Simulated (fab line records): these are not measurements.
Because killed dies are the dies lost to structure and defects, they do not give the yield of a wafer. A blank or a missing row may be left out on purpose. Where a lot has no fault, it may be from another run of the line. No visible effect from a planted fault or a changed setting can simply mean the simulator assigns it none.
Which tool did it? || flow n5 finfet || 27 wafers from 9 lots sampled at 6 of the route's 1938 steps

== WHAT THE GAUGES READ, wafer by wafer ==
N5_BEOL_M0_CUTY_CD_MEAS_57 targets a cd of 200 nm. Usual: cd nm at 201.0 nm, with a standard deviation of 1.
{"lot": "L103", "measured": "day 5 23:46", "on": "cd sem-01", "cd nm (nm)": "200.8 201.2 200.8", "flag": ""}
{"lot": "L104", "measured": "day 6 05:14", "on": "cd sem-01", "cd nm (nm)": "201.4 202.8 201.9", "flag": ""}
{"lot": "L112", "measured": "day 8 02:55", "on": "cd sem-02", "cd nm (nm)": "200.7 202.0 201.0", "flag": ""}
{"lot": "L116", "measured": "day 9 11:05", "on": "cd sem-03", "cd nm (nm)": "202.0 201.9 201.2", "flag": ""}
{"lot": "L117", "measured": "day 9 11:22", "on": "cd sem-01", "cd nm (nm)": "202.0 202.9 202.9", "flag": ""}
{"lot": "L118", "measured": "day 9 16:42", "on": "cd sem-02", "cd nm (nm)": "201.4 199.8 200.4", "flag": ""}
{"lot": "L120", "measured": "day 10 04:48", "on": "cd sem-02", "cd nm (nm)": "200.0 201.5 201.5", "flag": ""}
{"lot": "L123", "measured": "day 10 23:43", "on": "cd sem-03", "cd nm (nm)": "199.6 199.9 200.3", "flag": ""}
{"lot": "L125", "measured": "day 11 15:13", "on": "cd sem-01", "cd nm (nm)": "202.6 200.9 200.3", "flag": ""}

N5_BEOL_M0_CUTY_INSPECT_59: inspects for defects (macro). Usual: raw defect count at 2.1, with a standard deviation of 1.6.
{"lot": "L103", "measured": "day 5 23:50", "on": "defect inspect-01", "raw defect count": "0 0 6", "flag": ""}
{"lot": "L104", "measured": "day 6 05:17", "on": "defect inspect-02", "raw defect count": "4 1 3", "flag": ""}
{"lot": "L112", "measured": "day 8 02:59", "on": "defect inspect-02", "raw defect count": "3 25 1", "flag": "OFF"}
{"lot": "L116", "measured": "day 9 11:08", "on": "defect inspect-02", "raw defect count": "1 3 2", "flag": ""}
{"lot": "L117", "measured": "day 9 11:26", "on": "defect inspect-02", "raw defect count": "0 1 1", "flag": ""}
{"lot": "L118", "measured": "day 9 16:46", "on": "defect inspect-02", "raw defect count": "7 5 1", "flag": ""}
{"lot": "L120", "measured": "day 10 04:52", "on": "defect inspect-02", "raw defect count": "0 2 1", "flag": ""}
{"lot": "L123", "measured": "day 10 23:46", "on": "defect inspect-02", "raw defect count": "3 2 2", "flag": ""}
{"lot": "L125", "measured": "day 11 15:16", "on": "defect inspect-02", "raw defect count": "1 4 3", "flag": ""}

N5_BEOL_M4_RC_MEAS_101. Usual: DIBL_N 36.7 mV/V, standard deviation 1.8; DIBL_P 37.0 mV/V, standard deviation 2.4; IOFF_N 0.17 nA/um, standard deviation 0.036; IOFF_P 0.22 nA/um, standard deviation 0.042; ION_N 673 uA/um, standard deviation 12; ION_P 462 uA/um, standard deviation 8.5; SS_N 71.7 mV/dec, standard deviation 0.62; SS_P 73.4 mV/dec, standard deviation 0.65; VT_N 250 mV, standard deviation 3.7; VT_P -250 mV, standard deviation 3.7.
{"lot": "L103", "measured": "day 8 20:34", "on": "prober-02", "DIBL_N (mV/V)": "38.5 38.2 37.8", "DIBL_P (mV/V)": "39.0 39.0 37.4", "IOFF_N (nA/um)": "0.19 0.21 0.19", "IOFF_P (nA/um)": "0.25 0.24 0.22", "ION_N (uA/um)": "671 675 667", "ION_P (uA/um)": "461 460 457", "SS_N (mV/dec)": "71.5 71.9 72.0", "SS_P (mV/dec)": "73.3 74.6 73.4", "VT_N (mV)": "250 245 250", "VT_P (mV)": "-250 -250 -249", "flag": ""}
{"lot": "L104", "measured": "day 9 03:59", "on": "prober-02", "DIBL_N (mV/V)": "36.8 36.4 38.0", "DIBL_P (mV/V)": "37.0 36.0 38.4", "IOFF_N (nA/um)": "0.15 0.14 0.18", "IOFF_P (nA/um)": "0.20 0.18 0.21", "ION_N (uA/um)": "660 666 667", "ION_P (uA/um)": "460 460 457", "SS_N (mV/dec)": "72.2 71.8 72.5", "SS_P (mV/dec)": "73.1 73.5 73.6", "VT_N (mV)": "252 253 251", "VT_P (mV)": "-253 -255 -253", "flag": ""}
{"lot": "L112", "measured": "day 10 23:26", "on": "prober-01", "DIBL_N (mV/V)": "36.1 34.9 35.9", "DIBL_P (mV/V)": "37.0 35.6 35.9", "IOFF_N (nA/um)": "0.14 0.12 0.13", "IOFF_P (nA/um)": "0.20 0.18 0.19", "ION_N (uA/um)": "658 649 659", "ION_P (uA/um)": "454 449 455", "SS_N (mV/dec)": "70.6 71.2 71.2", "SS_P (mV/dec)": "73.7 73.3 73.3", "VT_N (mV)": "254 256 251", "VT_P (mV)": "-250 -251 -254", "flag": ""}
{"lot": "L116", "measured": "day 12 16:13", "on": "prober-01", "DIBL_N (mV/V)": "36.7 35.1 37.1", "DIBL_P (mV/V)": "38.6 35.9 38.7", "IOFF_N (nA/um)": "0.16 0.14 0.19", "IOFF_P (nA/um)": "0.23 0.18 0.23", "ION_N (uA/um)": "667 662 691", "ION_P (uA/um)": "458 453 466", "SS_N (mV/dec)": "71.5 72.0 71.7", "SS_P (mV/dec)": "74.3 74.2 74.5", "VT_N (mV)": "250 252 245", "VT_P (mV)": "-251 -257 -253", "flag": ""}
{"lot": "L117", "measured": "day 12 05:52", "on": "prober-02", "DIBL_N (mV/V)": "38.3 36.7 38.1", "DIBL_P (mV/V)": "41.0 38.9 40.2", "IOFF_N (nA/um)": "0.20 0.19 0.22", "IOFF_P (nA/um)": "0.29 0.27 0.29", "ION_N (uA/um)": "686 693 693", "ION_P (uA/um)": "484 477 479", "SS_N (mV/dec)": "72.5 71.0 71.9", "SS_P (mV/dec)": "74.2 73.6 73.2", "VT_N (mV)": "246 246 241", "VT_P (mV)": "-244 -244 -246", "flag": ""}
{"lot": "L118", "measured": "day 12 08:33", "on": "prober-02", "DIBL_N (mV/V)": "34.4 36.2 34.7", "DIBL_P (mV/V)": "35.6 37.1 35.4", "IOFF_N (nA/um)": "0.13 0.15 0.13", "IOFF_P (nA/um)": "0.18 0.22 0.18", "ION_N (uA/um)": "669 677 654", "ION_P (uA/um)": "461 474 457", "SS_N (mV/dec)": "69.5 71.6 71.0", "SS_P (mV/dec)": "72.7 73.1 73.0", "VT_N (mV)": "251 249 251", "VT_P (mV)": "-253 -247 -251", "flag": ""}
{"lot": "L120", "measured": "day 12 23:07", "on": "prober-02", "DIBL_N (mV/V)": "38.5 36.2 35.7", "DIBL_P (mV/V)": "35.5 32.7 33.9", "IOFF_N (nA/um)": "0.19 0.14 0.16", "IOFF_P (nA/um)": "0.22 0.17 0.20", "ION_N (uA/um)": "677 662 686", "ION_P (uA/um)": "463 453 471", "SS_N (mV/dec)": "73.4 71.1 71.4", "SS_P (mV/dec)": "73.6 72.6 72.8", "VT_N (mV)": "249 253 250", "VT_P (mV)": "-246 -251 -249", "flag": ""}
{"lot": "L123", "measured": "day 13 14:30", "on": "prober-02", "DIBL_N (mV/V)": "38.1 39.6 37.0", "DIBL_P (mV/V)": "36.4 38.4 35.7", "IOFF_N (nA/um)": "0.17 0.20 0.15", "IOFF_P (nA/um)": "0.25 0.29 0.23", "ION_N (uA/um)": "687 671 683", "ION_P (uA/um)": "471 462 470", "SS_N (mV/dec)": "71.4 72.5 70.7", "SS_P (mV/dec)": "73.9 73.2 73.3", "VT_N (mV)": "247 250 249", "VT_P (mV)": "-248 -247 -248", "flag": ""}
{"lot": "L125", "measured": "day 15 19:44", "on": "prober-01", "DIBL_N (mV/V)": "36.6 36.8 35.9", "DIBL_P (mV/V)": "36.4 35.9 35.0", "IOFF_N (nA/um)": "0.15 0.16 0.14", "IOFF_P (nA/um)": "0.19 0.20 0.18", "ION_N (uA/um)": "669 682 670", "ION_P (uA/um)": "454 464 455", "SS_N (mV/dec)": "71.8 71.9 71.6", "SS_P (mV/dec)": "72.8 73.6 73.4", "VT_N (mV)": "251 248 251", "VT_P (mV)": "-252 -253 -254", "flag": ""}

== TOOL THAT RAN EACH LOT (tool first, then ch and the chambers of the sampled wafers, then the start) ==
{"lot": "L103", "N5_BEOL_M0_SAQP_SPACER2_ALD_26": "ald sin-03 ch 2,3, day 5 20:50", "N5_BEOL_M0_SAQP_CUT_ETCH_46": "rie diel-05 ch 0,2,3, day 5 22:14", "N5_BEOL_M0_ETCH_128": "rie diel-04 ch 1,2,3, day 6 02:58"}
{"lot": "L104", "N5_BEOL_M0_SAQP_SPACER2_ALD_26": "ald sin-01 ch 1,2,3, day 6 02:25", "N5_BEOL_M0_SAQP_CUT_ETCH_46": "rie diel-06 ch 0,2,3, day 6 03:53", "N5_BEOL_M0_ETCH_128": "rie diel-01 ch 0,1, day 6 08:32"}
{"lot": "L112", "N5_BEOL_M0_SAQP_SPACER2_ALD_26": "ald sin-02 ch 1,2,3, day 8 00:17", "N5_BEOL_M0_SAQP_CUT_ETCH_46": "rie diel-05 ch 0,1,2, day 8 01:33", "N5_BEOL_M0_ETCH_128": "rie diel-02 ch 1,2,3, day 8 04:54"}
{"lot": "L116", "N5_BEOL_M0_SAQP_SPACER2_ALD_26": "ald sin-02 ch 0,1,3, day 9 08:21", "N5_BEOL_M0_SAQP_CUT_ETCH_46": "rie diel-03 ch 2,3, day 9 09:46", "N5_BEOL_M0_ETCH_128": "rie diel-02 ch 0,1,2, day 9 13:19"}
{"lot": "L117", "N5_BEOL_M0_SAQP_SPACER2_ALD_26": "ald sin-03 ch 0,1,2, day 9 08:47", "N5_BEOL_M0_SAQP_CUT_ETCH_46": "rie diel-06 ch 1,2,3, day 9 10:11", "N5_BEOL_M0_ETCH_128": "rie diel-04 ch 0,2,3, day 9 12:58"}
{"lot": "L118", "N5_BEOL_M0_SAQP_SPACER2_ALD_26": "ald sin-01 ch 1,2,3, day 9 13:58", "N5_BEOL_M0_SAQP_CUT_ETCH_46": "rie diel-03 ch 1,2,3, day 9 15:25", "N5_BEOL_M0_ETCH_128": "rie diel-01 ch 0,2,3, day 9 18:47"}
{"lot": "L120", "N5_BEOL_M0_SAQP_SPACER2_ALD_26": "ald sin-02 ch 0,1, day 10 02:00", "N5_BEOL_M0_SAQP_CUT_ETCH_46": "rie diel-06 ch 0,2,3, day 10 03:31", "N5_BEOL_M0_ETCH_128": "rie diel-02 ch 0,2, day 10 07:59"}
{"lot": "L123", "N5_BEOL_M0_SAQP_SPACER2_ALD_26": "ald sin-01 ch 0,1,2, day 10 21:20", "N5_BEOL_M0_SAQP_CUT_ETCH_46": "rie diel-05 ch 1,2, day 10 22:35", "N5_BEOL_M0_ETCH_128": "rie diel-04 ch 1,2, day 11 02:57"}
{"lot": "L125", "N5_BEOL_M0_SAQP_SPACER2_ALD_26": "ald sin-03 ch 0,1,2, day 11 12:22", "N5_BEOL_M0_SAQP_CUT_ETCH_46": "rie diel-03 ch 0,1,2, day 11 13:38", "N5_BEOL_M0_ETCH_128": "rie diel-02 ch 0,1,3, day 11 18:40"}
- N5_BEOL_M0_SAQP_SPACER2_ALD_26: deposits SiO2, target thk 15 nm, pulse time 1 s, purge time 2 s.
- N5_BEOL_M0_SAQP_CUT_ETCH_46: etches SOC in N2/H2, target depth 135 nm, overetch 27 nm, time 202.5 s.
- N5_BEOL_M0_ETCH_128: etches SiCN in CF4/N2, target depth 12 nm, overetch 5.1 nm, time 21.4 s.

== AS READ BY THE TOOLS THEMSELVES (means over the sampled wafers that have a number; for cases with no such wafer, the mark the record gives instead) ==
N5_BEOL_M0_SAQP_SPACER2_ALD_26. Usual: heater power w 473 W, standard deviation 38; precursor pulse height rel 0.999, standard deviation 0.019.
{"lot": "L103", "tool": "ald sin-03", "heater power w (W)": 443, "precursor pulse height rel": 1.013, "flag": ""}
{"lot": "L104", "tool": "ald sin-01", "heater power w (W)": 463, "precursor pulse height rel": 1.010, "flag": ""}
{"lot": "L112", "tool": "ald sin-02", "heater power w (W)": 481, "precursor pulse height rel": 0.998, "flag": ""}
{"lot": "L116", "tool": "ald sin-02", "heater power w (W)": 491, "precursor pulse height rel": 1.010, "flag": ""}
{"lot": "L117", "tool": "ald sin-03", "heater power w (W)": 444, "precursor pulse height rel": 1.006, "flag": ""}
{"lot": "L118", "tool": "ald sin-01", "heater power w (W)": 473, "precursor pulse height rel": 1.017, "flag": ""}
{"lot": "L120", "tool": "ald sin-02", "heater power w (W)": 529, "precursor pulse height rel": 1.004, "flag": ""}
{"lot": "L123", "tool": "ald sin-01", "heater power w (W)": 507, "precursor pulse height rel": 0.984, "flag": ""}
{"lot": "L125", "tool": "ald sin-03", "heater power w (W)": 446, "precursor pulse height rel": 0.989, "flag": ""}

N5_BEOL_M0_SAQP_CUT_ETCH_46. Usual: drypump motor current A 5.7 A, standard deviation 0.49; n2 flow sccm 199.9 sccm, standard deviation 0.6; rf vpp V 523.7 V, standard deviation 2.4; showerhead plenum p Torr 2.54 Torr, standard deviation 0.081; throttle valve pct 17.70 %, standard deviation 0.22.
{"lot": "L103", "tool": "rie diel-05", "drypump motor current A (A)": 5.5, "n2 flow sccm (sccm)": 199.9, "rf vpp V (V)": 524.6, "showerhead plenum p Torr (Torr)": 2.56, "throttle valve pct (%)": 17.74, "flag": ""}
{"lot": "L104", "tool": "rie diel-06", "drypump motor current A (A)": 5.9, "n2 flow sccm (sccm)": 200.2, "rf vpp V (V)": 525.7, "showerhead plenum p Torr (Torr)": 2.62, "throttle valve pct (%)": 17.78, "flag": ""}
{"lot": "L112", "tool": "rie diel-05", "drypump motor current A (A)": 5.7, "n2 flow sccm (sccm)": 199.8, "rf vpp V (V)": 523.8, "showerhead plenum p Torr (Torr)": 2.53, "throttle valve pct (%)": 17.67, "flag": ""}
{"lot": "L116", "tool": "rie diel-03", "drypump motor current A (A)": 5.8, "n2 flow sccm (sccm)": 199.9, "rf vpp V (V)": 522.4, "showerhead plenum p Torr (Torr)": 2.51, "throttle valve pct (%)": 17.59, "flag": ""}
{"lot": "L117", "tool": "rie diel-06", "drypump motor current A (A)": 5.7, "n2 flow sccm (sccm)": 199.0, "rf vpp V (V)": 523.7, "showerhead plenum p Torr (Torr)": 2.52, "throttle valve pct (%)": 17.97, "flag": ""}
{"lot": "L118", "tool": "rie diel-03", "drypump motor current A (A)": 5.6, "n2 flow sccm (sccm)": 200.4, "rf vpp V (V)": 523.0, "showerhead plenum p Torr (Torr)": 2.52, "throttle valve pct (%)": 17.56, "flag": ""}
{"lot": "L120", "tool": "rie diel-06", "drypump motor current A (A)": 5.9, "n2 flow sccm (sccm)": 199.5, "rf vpp V (V)": 526.0, "showerhead plenum p Torr (Torr)": 2.61, "throttle valve pct (%)": 17.85, "flag": ""}
{"lot": "L123", "tool": "rie diel-05", "drypump motor current A (A)": 5.4, "n2 flow sccm (sccm)": 199.9, "rf vpp V (V)": 524.3, "showerhead plenum p Torr (Torr)": 2.55, "throttle valve pct (%)": 17.57, "flag": ""}
{"lot": "L125", "tool": "rie diel-03", "drypump motor current A (A)": 5.7, "n2 flow sccm (sccm)": 200.5, "rf vpp V (V)": 521.2, "showerhead plenum p Torr (Torr)": 2.47, "throttle valve pct (%)": 17.55, "flag": ""}

N5_BEOL_M0_ETCH_128. Usual: cf4 flow sccm 59.98 sccm (standard deviation 0.18); drypump motor current A 5.6 A (standard deviation 0.41); n2 flow sccm 60.02 sccm (standard deviation 0.18); oes product au 0.54 a.u. (standard deviation 0.056); rf vpp V 382.3 V (standard deviation 2.1); showerhead plenum p Torr 2.22 Torr (standard deviation 0.081); throttle valve pct 15.38 % (standard deviation 0.2).
{"lot": "L103", "tool": "rie diel-04", "cf4 flow sccm (sccm)": 60.06, "drypump motor current A (A)": 6.0, "n2 flow sccm (sccm)": 60.00, "oes product au (a.u.)": 0.54, "rf vpp V (V)": 382.7, "showerhead plenum p Torr (Torr)": 2.22, "throttle valve pct (%)": 15.38, "flag": ""}
{"lot": "L104", "tool": "rie diel-01", "cf4 flow sccm (sccm)": 59.87, "drypump motor current A (A)": 5.0, "n2 flow sccm (sccm)": 59.91, "oes product au (a.u.)": 0.50, "rf vpp V (V)": 382.1, "showerhead plenum p Torr (Torr)": 2.19, "throttle valve pct (%)": 15.52, "flag": ""}
{"lot": "L112", "tool": "rie diel-02", "cf4 flow sccm (sccm)": 59.94, "drypump motor current A (A)": 5.7, "n2 flow sccm (sccm)": 60.00, "oes product au (a.u.)": 0.50, "rf vpp V (V)": 380.4, "showerhead plenum p Torr (Torr)": 2.17, "throttle valve pct (%)": 15.50, "flag": ""}
{"lot": "L116", "tool": "rie diel-02", "cf4 flow sccm (sccm)": 59.83, "drypump motor current A (A)": 5.6, "n2 flow sccm (sccm)": 59.94, "oes product au (a.u.)": 0.51, "rf vpp V (V)": 379.7, "showerhead plenum p Torr (Torr)": 2.14, "throttle valve pct (%)": 15.50, "flag": ""}
{"lot": "L117", "tool": "rie diel-04", "cf4 flow sccm (sccm)": 59.98, "drypump motor current A (A)": 5.8, "n2 flow sccm (sccm)": 60.12, "oes product au (a.u.)": 0.57, "rf vpp V (V)": 382.5, "showerhead plenum p Torr (Torr)": 2.23, "throttle valve pct (%)": 15.26, "flag": ""}
{"lot": "L118", "tool": "rie diel-01", "cf4 flow sccm (sccm)": 60.07, "drypump motor current A (A)": 5.4, "n2 flow sccm (sccm)": 60.11, "oes product au (a.u.)": 0.54, "rf vpp V (V)": 384.4, "showerhead plenum p Torr (Torr)": 2.28, "throttle valve pct (%)": 15.31, "flag": ""}
{"lot": "L120", "tool": "rie diel-02", "cf4 flow sccm (sccm)": 59.94, "drypump motor current A (A)": 5.5, "n2 flow sccm (sccm)": 59.96, "oes product au (a.u.)": 0.49, "rf vpp V (V)": 380.7, "showerhead plenum p Torr (Torr)": 2.16, "throttle valve pct (%)": 15.53, "flag": ""}
{"lot": "L123", "tool": "rie diel-04", "cf4 flow sccm (sccm)": 60.08, "drypump motor current A (A)": 6.2, "n2 flow sccm (sccm)": 60.18, "oes product au (a.u.)": 0.51, "rf vpp V (V)": 382.5, "showerhead plenum p Torr (Torr)": 2.22, "throttle valve pct (%)": 15.55, "flag": ""}
{"lot": "L125", "tool": "rie diel-02", "cf4 flow sccm (sccm)": 60.02, "drypump motor current A (A)": 5.5, "n2 flow sccm (sccm)": 60.05, "oes product au (a.u.)": 0.55, "rf vpp V (V)": 381.0, "showerhead plenum p Torr (Torr)": 2.20, "throttle valve pct (%)": 15.26, "flag": ""}

== THE ANSWER, worked out from the rows above alone ==
Rule: lot off if the mean of its wafers having a number is beyond 3 standard deviations from the usual mean. Also off: a lot with no number at a reading for which 4 or more lots have one. All remaining lots with rows at the step are treated as sound. First the gauges in route order, then the tools' own readings, where a lot's mean is used as printed above. The first step at which some lot is off is used, and at that step the reading that is off furthest; a lot without a number counts as furthest.
Off: L112, at N5_BEOL_M0_CUTY_INSPECT_59 (raw defect count).
If a tool, at a process step before that reading, ran all the lots that are off and no sound lot after the first of them, it fits. Gauges at N5_BEOL_M0_CUTY_INSPECT_59: tried the same way as those tools. Not one of the candidates tried fits.

== WHAT THE SIMULATOR PUT IN ==
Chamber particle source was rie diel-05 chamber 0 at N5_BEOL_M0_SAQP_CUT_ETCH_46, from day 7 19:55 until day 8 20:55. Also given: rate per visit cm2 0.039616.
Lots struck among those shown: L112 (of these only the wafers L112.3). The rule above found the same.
